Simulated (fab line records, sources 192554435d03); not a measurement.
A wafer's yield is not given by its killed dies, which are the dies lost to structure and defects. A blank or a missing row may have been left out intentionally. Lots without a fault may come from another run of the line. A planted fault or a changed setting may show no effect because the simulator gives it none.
Which tool did it? || flow n5Finfet || 24 lots, 72 wafers sampled, at 3 steps of a route of 1938

WHAT THE GAUGES SHOWED, per wafer
N5_BEOL_M8_CD_MEAS_35 targets a cd of 40 nm. Usual: cdNm 40.0 nm, standard deviation 0.56.
{"lot": "L074", "measured": "day 9 08:02", "on": "cdSem-01", "cdNm (nm)": "40.5 40.2 40.4", "flag": ""}
{"lot": "L075", "measured": "day 9 12:34", "on": "cdSem-01", "cdNm (nm)": "40.2 40.7 39.9", "flag": ""}
{"lot": "L076", "measured": "day 9 22:08", "on": "cdSem-03", "cdNm (nm)": "40.4 40.4 40.4", "flag": ""}
{"lot": "L077", "measured": "day 9 22:19", "on": "cdSem-03", "cdNm (nm)": "40.1 40.2 39.9", "flag": ""}
{"lot": "L078", "measured": "day 10 04:18", "on": "cdSem-02", "cdNm (nm)": "39.9 39.7 40.1", "flag": ""}
{"lot": "L079", "measured": "day 10 12:08", "on": "cdSem-01", "cdNm (nm)": "39.8 40.2 39.8", "flag": ""}
{"lot": "L080", "measured": "day 10 13:22", "on": "cdSem-02", "cdNm (nm)": "40.7 39.8 40.1", "flag": ""}
{"lot": "L082", "measured": "day 11 01:55", "on": "cdSem-02", "cdNm (nm)": "40.4 39.8 39.6", "flag": ""}
{"lot": "L081", "measured": "day 11 05:08", "on": "cdSem-03", "cdNm (nm)": "39.1 39.2 39.4", "flag": ""}
{"lot": "L083", "measured": "day 11 11:29", "on": "cdSem-03", "cdNm (nm)": "40.1 39.6 41.2", "flag": ""}
{"lot": "L084", "measured": "day 11 19:53", "on": "cdSem-03", "cdNm (nm)": "39.8 41.0 40.1", "flag": ""}
{"lot": "L086", "measured": "day 12 01:11", "on": "cdSem-03", "cdNm (nm)": "38.7 38.7 38.4", "flag": ""}
{"lot": "L085", "measured": "day 12 10:30", "on": "cdSem-02", "cdNm (nm)": "40.5 40.9 39.5", "flag": ""}
{"lot": "L087", "measured": "day 12 10:46", "on": "cdSem-03", "cdNm (nm)": "41.1 40.2 40.7", "flag": ""}
{"lot": "L088", "measured": "day 12 18:33", "on": "cdSem-01", "cdNm (nm)": "39.9 40.1 39.8", "flag": ""}
{"lot": "L089", "measured": "day 12 18:38", "on": "cdSem-01", "cdNm (nm)": "38.6 39.7 39.5", "flag": ""}
{"lot": "L090", "measured": "day 13 11:23", "on": "cdSem-01", "cdNm (nm)": "40.0 39.8 39.8", "flag": ""}
{"lot": "L091", "measured": "day 13 17:56", "on": "cdSem-02", "cdNm (nm)": "39.8 39.6 39.5", "flag": ""}
{"lot": "L092", "measured": "day 13 20:26", "on": "cdSem-03", "cdNm (nm)": "40.2 40.2 40.6", "flag": ""}
{"lot": "L093", "measured": "day 13 23:37", "on": "cdSem-02", "cdNm (nm)": "40.1 40.3 40.6", "flag": ""}
{"lot": "L094", "measured": "day 14 07:34", "on": "cdSem-03", "cdNm (nm)": "39.9 39.3 39.5", "flag": ""}
{"lot": "L095", "measured": "day 14 15:37", "on": "cdSem-01", "cdNm (nm)": "39.6 40.0 40.1", "flag": ""}
{"lot": "L097", "measured": "day 14 22:35", "on": "cdSem-01", "cdNm (nm)": "40.2 40.1 40.1", "flag": ""}
{"lot": "L096", "measured": "day 15 02:32", "on": "cdSem-01", "cdNm (nm)": "39.1 39.3 39.9", "flag": ""}

N5_BEOL_M9_THK_MEAS_01. Usual: M9_ILD_THK gives 266 nm (standard deviation 3.3).
{"lot": "L074", "measured": "day 9 10:58", "on": "filmMetro-02", "M9_ILD_THK (nm)": "266 267 270", "flag": ""}
{"lot": "L075", "measured": "day 9 16:34", "on": "filmMetro-01", "M9_ILD_THK (nm)": "261 266 265", "flag": ""}
{"lot": "L076", "measured": "day 10 00:59", "on": "filmMetro-02", "M9_ILD_THK (nm)": "266 270 268", "flag": ""}
{"lot": "L077", "measured": "day 10 01:10", "on": "filmMetro-01", "M9_ILD_THK (nm)": "261 263 267", "flag": ""}
{"lot": "L078", "measured": "day 10 08:46", "on": "filmMetro-02", "M9_ILD_THK (nm)": "265 264 265", "flag": ""}
{"lot": "L079", "measured": "day 10 16:07", "on": "filmMetro-02", "M9_ILD_THK (nm)": "264 258 263", "flag": ""}
{"lot": "L080", "measured": "day 10 18:31", "on": "filmMetro-02", "M9_ILD_THK (nm)": "263 262 267", "flag": ""}
{"lot": "L082", "measured": "day 11 07:42", "on": "filmMetro-02", "M9_ILD_THK (nm)": "261 260 270", "flag": ""}
{"lot": "L081", "measured": "day 11 10:35", "on": "filmMetro-02", "M9_ILD_THK (nm)": "266 263 265", "flag": ""}
{"lot": "L083", "measured": "day 11 15:20", "on": "filmMetro-02", "M9_ILD_THK (nm)": "264 269 268", "flag": ""}
{"lot": "L084", "measured": "day 11 22:54", "on": "filmMetro-02", "M9_ILD_THK (nm)": "261 265 269", "flag": ""}
{"lot": "L086", "measured": "day 12 04:11", "on": "filmMetro-02", "M9_ILD_THK (nm)": "267 267 267", "flag": ""}
{"lot": "L085", "measured": "day 12 15:01", "on": "filmMetro-01", "M9_ILD_THK (nm)": "262 271 268", "flag": ""}
{"lot": "L087", "measured": "day 12 15:05", "on": "filmMetro-01", "M9_ILD_THK (nm)": "268 270 264", "flag": ""}
{"lot": "L088", "measured": "day 12 21:41", "on": "filmMetro-02", "M9_ILD_THK (nm)": "268 267 267", "flag": ""}
{"lot": "L089", "measured": "day 12 21:52", "on": "filmMetro-01", "M9_ILD_THK (nm)": "268 269 267", "flag": ""}
{"lot": "L090", "measured": "day 13 14:10", "on": "filmMetro-02", "M9_ILD_THK (nm)": "269 267 269", "flag": ""}
{"lot": "L091", "measured": "day 13 21:55", "on": "filmMetro-02", "M9_ILD_THK (nm)": "266 270 273", "flag": ""}
{"lot": "L092", "measured": "day 14 01:32", "on": "filmMetro-01", "M9_ILD_THK (nm)": "261 261 269", "flag": ""}
{"lot": "L093", "measured": "day 14 02:45", "on": "filmMetro-02", "M9_ILD_THK (nm)": "265 262 269", "flag": ""}
{"lot": "L094", "measured": "day 14 11:17", "on": "filmMetro-02", "M9_ILD_THK (nm)": "268 269 269", "flag": ""}
{"lot": "L095", "measured": "day 14 18:25", "on": "filmMetro-02", "M9_ILD_THK (nm)": "265 268 273", "flag": ""}
{"lot": "L097", "measured": "day 15 01:50", "on": "filmMetro-01", "M9_ILD_THK (nm)": "269 270 268", "flag": ""}
{"lot": "L096", "measured": "day 15 06:34", "on": "filmMetro-01", "M9_ILD_THK (nm)": "261 266 266", "flag": ""}

WHICH TOOL RAN EACH LOT (tool, then ch and the chambers of the sampled wafers, then the start)
{"lot": "L074", "N5_BEOL_M8_PRE_CLEAN_45": "pvdSputter-02, day 9 08:26"}
{"lot": "L075", "N5_BEOL_M8_PRE_CLEAN_45": "pvdSputter-03, day 9 13:13"}
{"lot": "L076", "N5_BEOL_M8_PRE_CLEAN_45": "pvdSputter-01, day 9 22:44"}
{"lot": "L077", "N5_BEOL_M8_PRE_CLEAN_45": "pvdSputter-01, day 9 22:58"}
{"lot": "L078", "N5_BEOL_M8_PRE_CLEAN_45": "pvdSputter-03, day 10 06:34"}
{"lot": "L079", "N5_BEOL_M8_PRE_CLEAN_45": "pvdSputter-03, day 10 13:31"}
{"lot": "L080", "N5_BEOL_M8_PRE_CLEAN_45": "pvdSputter-02, day 10 14:37"}
{"lot": "L082", "N5_BEOL_M8_PRE_CLEAN_45": "pvdSputter-02, day 11 02:46"}
{"lot": "L081", "N5_BEOL_M8_PRE_CLEAN_45": "pvdSputter-03, day 11 06:50"}
{"lot": "L083", "N5_BEOL_M8_PRE_CLEAN_45": "pvdSputter-02, day 11 12:09"}
{"lot": "L084", "N5_BEOL_M8_PRE_CLEAN_45": "pvdSputter-03, day 11 20:30"}
{"lot": "L086", "N5_BEOL_M8_PRE_CLEAN_45": "pvdSputter-03, day 12 01:35"}
{"lot": "L085", "N5_BEOL_M8_PRE_CLEAN_45": "pvdSputter-02, day 12 10:58"}
{"lot": "L087", "N5_BEOL_M8_PRE_CLEAN_45": "pvdSputter-02, day 12 11:14"}
{"lot": "L088", "N5_BEOL_M8_PRE_CLEAN_45": "pvdSputter-03, day 12 18:59"}
{"lot": "L089", "N5_BEOL_M8_PRE_CLEAN_45": "pvdSputter-02, day 12 19:25"}
{"lot": "L090", "N5_BEOL_M8_PRE_CLEAN_45": "pvdSputter-01, day 13 11:56"}
{"lot": "L091", "N5_BEOL_M8_PRE_CLEAN_45": "pvdSputter-03, day 13 19:13"}
{"lot": "L092", "N5_BEOL_M8_PRE_CLEAN_45": "pvdSputter-01, day 13 21:17"}
{"lot": "L093", "N5_BEOL_M8_PRE_CLEAN_45": "pvdSputter-01, day 14 00:20"}
{"lot": "L094", "N5_BEOL_M8_PRE_CLEAN_45": "pvdSputter-01, day 14 08:16"}
{"lot": "L095", "N5_BEOL_M8_PRE_CLEAN_45": "pvdSputter-01, day 14 16:08"}
{"lot": "L097", "N5_BEOL_M8_PRE_CLEAN_45": "pvdSputter-01, day 14 23:08"}
{"lot": "L096", "N5_BEOL_M8_PRE_CLEAN_45": "pvdSputter-03, day 15 03:17"}
- N5_BEOL_M8_PRE_CLEAN_45: time 30 s.

AS READ BY THE TOOLS THEMSELVES (means over the sampled wafers that have a number; for cases with no such wafer, the mark the record gives instead)
N5_BEOL_M8_PRE_CLEAN_45. Usual: heaterPowerW 322 W, standard deviation 33.
{"lot": "L074", "tool": "pvdSputter-02", "heaterPowerW (W)": 338, "flag": ""}
{"lot": "L075", "tool": "pvdSputter-03", "heaterPowerW (W)": 301, "flag": ""}
{"lot": "L076", "tool": "pvdSputter-01", "heaterPowerW (W)": 345, "flag": ""}
{"lot": "L077", "tool": "pvdSputter-01", "heaterPowerW (W)": 325, "flag": ""}
{"lot": "L078", "tool": "pvdSputter-03", "heaterPowerW (W)": 283, "flag": ""}
{"lot": "L079", "tool": "pvdSputter-03", "heaterPowerW (W)": 323, "flag": ""}
{"lot": "L080", "tool": "pvdSputter-02", "heaterPowerW (W)": 331, "flag": ""}
{"lot": "L082", "tool": "pvdSputter-02", "heaterPowerW (W)": 337, "flag": ""}
{"lot": "L081", "tool": "pvdSputter-03", "heaterPowerW (W)": 315, "flag": ""}
{"lot": "L083", "tool": "pvdSputter-02", "heaterPowerW (W)": 332, "flag": ""}
{"lot": "L084", "tool": "pvdSputter-03", "heaterPowerW (W)": 324, "flag": ""}
{"lot": "L086", "tool": "pvdSputter-03", "heaterPowerW (W)": 325, "flag": ""}
{"lot": "L085", "tool": "pvdSputter-02", "heaterPowerW (W)": 330, "flag": ""}
{"lot": "L087", "tool": "pvdSputter-02", "heaterPowerW (W)": 330, "flag": ""}
{"lot": "L088", "tool": "pvdSputter-03", "heaterPowerW (W)": 303, "flag": ""}
{"lot": "L089", "tool": "pvdSputter-02", "heaterPowerW (W)": 336, "flag": ""}
{"lot": "L090", "tool": "pvdSputter-01", "heaterPowerW (W)": 349, "flag": ""}
{"lot": "L091", "tool": "pvdSputter-03", "heaterPowerW (W)": 313, "flag": ""}
{"lot": "L092", "tool": "pvdSputter-01", "heaterPowerW (W)": 355, "flag": ""}
{"lot": "L093", "tool": "pvdSputter-01", "heaterPowerW (W)": 327, "flag": ""}
{"lot": "L094", "tool": "pvdSputter-01", "heaterPowerW (W)": 346, "flag": ""}
{"lot": "L095", "tool": "pvdSputter-01", "heaterPowerW (W)": 329, "flag": ""}
{"lot": "L097", "tool": "pvdSputter-01", "heaterPowerW (W)": 331, "flag": ""}
{"lot": "L096", "tool": "pvdSputter-03", "heaterPowerW (W)": 301, "flag": ""}

THE ANSWER, worked out from the rows above alone
Rule: a lot is off if the mean of its wafers that have a number lies more than 3 standard deviations from the usual mean. A lot without any number at a reading at which 4 lots or more have one is off too. All remaining lots with rows at the step are treated as sound. After the gauges, taken in route order, come the tools' own readings; for these a lot's mean is taken, as printed above. The first step at which some lot is off is used, and at that step the reading that is off furthest; a lot without a number counts as furthest.
No lot is off at any reading shown: from this, nothing can be told.

WHAT WAS PUT IN BY THE SIMULATOR
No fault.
